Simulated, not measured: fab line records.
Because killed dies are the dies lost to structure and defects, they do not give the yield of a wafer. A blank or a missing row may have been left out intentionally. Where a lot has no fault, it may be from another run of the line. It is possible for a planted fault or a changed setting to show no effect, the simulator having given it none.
The tool behind it: which one? ; flow nandHarc ; Sampling: 6 lots, 18 wafers, 3 of 1159 route steps

## WHAT THE GAUGES READ, wafer by wafer
NHARC_P_M0_CD_MEAS_09: target cd 90 nm.
lot;measured;on;cdNm (nm)
L392;day 6 10:01;cdSem-01;90.6 91.0 91.4
L395;day 6 21:48;cdSem-01;89.3 88.5 88.6
L397;day 7 15:22;cdSem-01;91.3 90.8 90.5
L400;day 8 05:23;cdSem-02;90.2 90.4 88.4
L404;day 9 02:53;cdSem-03;88.6 89.1 89.6
L409;day 10 07:26;cdSem-01;90.4 90.2 89.5

## TOOL THAT RAN EACH LOT (tool first, then ch and the chambers of the sampled wafers, then the start)
lot;NHARC_P_CONTACT_ETCH_18;NHARC_P_M0_PEB_07
L392;rieDiel-10 ch 0,2,3, day 6 09:56 or earlier;lithoTrack-06 ch 0, day 6 09:56
L395;rieDiel-04 ch 2,3, day 6 21:43 or earlier;lithoTrack-01 ch 0, day 6 21:43
L397;rieDiel-04 ch 2,3, day 7 15:17 or earlier;lithoTrack-06 ch 0, day 7 15:17
L400;rieDiel-10 ch 0,1, day 8 05:18 or earlier;lithoTrack-04 ch 0, day 8 05:18
L404;rieDiel-10 ch 0,1,3, day 9 02:48 or earlier;lithoTrack-04 ch 0, day 9 02:48
L409;rieDiel-04 ch 0,3, day 10 07:21 or earlier;lithoTrack-04 ch 0, day 10 07:21
- NHARC_P_CONTACT_ETCH_18: etches the open film in C4F8/O2/Ar, target depth 481 nm, time 240.5 s.
- NHARC_P_M0_PEB_07: peb time 65 s.

## THE ANSWER, worked out from the rows above alone
Rule: the lots themselves supply what counts as usual. Put in order of their means at a reading, lots are off if they are a third of the lots or fewer, leave a main group of 4 or more, and stand apart from it by a gap of 3 or more times the standard deviation of the main group's means; of several such gaps the widest counts. If all means in a main group match to the digits the tables above print for the reading, that group is not used. Also off: a lot with no number at a reading for which 4 or more lots have one. The other lots that the step has rows for count as sound.
None of the lots is off at any reading shown; this tells nothing.

## WHAT THE SIMULATOR HAD PUT IN
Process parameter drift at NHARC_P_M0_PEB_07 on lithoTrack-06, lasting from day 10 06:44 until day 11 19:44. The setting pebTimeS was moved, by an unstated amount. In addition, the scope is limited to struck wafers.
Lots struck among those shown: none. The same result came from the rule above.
